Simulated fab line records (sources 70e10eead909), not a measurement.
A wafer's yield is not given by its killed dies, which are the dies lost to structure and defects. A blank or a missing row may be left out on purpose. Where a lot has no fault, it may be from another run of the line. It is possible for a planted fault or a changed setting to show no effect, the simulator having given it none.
Chamber matching    flow nandHarc    4 sister chambers for NHARC_P_M0_STRIP_18 on rieDiel-11
The step strips in N2/H2. 8 wafers are shown with their chamber, then 8 later ones without.

WAFERS WITH THEIR CHAMBER
wafer   chamber  drypumpMotorCurrentA (A)  oesProductAu (a.u.)
L077.6  2        6.5                       1.007
L078.4  3        5.8                       1.002
L078.5  3        5.8                       1.003
L079.3  2        6.6                       0.998
L079.5  0        6.0                       0.995
L080.5  0        6.0                       1.000
L080.6  1        6.1                       0.983
L083.1  1        6.1                       1.002

WAFERS WITHOUT THEIR CHAMBER
wafer   drypumpMotorCurrentA (A)  oesProductAu (a.u.)
L083.4  6.6                       1.007
L083.5  6.0                       1.003
L085.2  6.6                       1.010
L085.3  6.1                       0.987
L085.6  6.1                       0.982
L084.1  5.8                       0.997
L084.3  6.1                       0.988
L084.6  6.6                       1.000

CHAMBER TAKEN BY EACH
wafer   from the rows above  in truth
L083.4  2                    2
L083.5  0                    0
L085.2  2                    2
L085.3  1                    1
L085.6  1                    1
L084.1  3                    3
L084.3  1                    1
L084.6  2                    2
Correct placement for 8 of the 8. Not placeable from these rows: 0. 0 placed wrongly.
How it was worked out, from the rows above alone: a wafer's distance from a chamber is the root of the sum, over the readings, of the square of ((its reading less the chamber's mean) divided by the reading's scatter). If the next closest chamber is less than 2 further off than the closest, the wafer can't be placed; otherwise it belongs to the closest. The mean given for a chamber averages the wafers shown for that chamber. The scatter: the root of (the sum of the squares of (reading less its chamber's mean) over the shown wafers, divided by (wafers less chambers)).
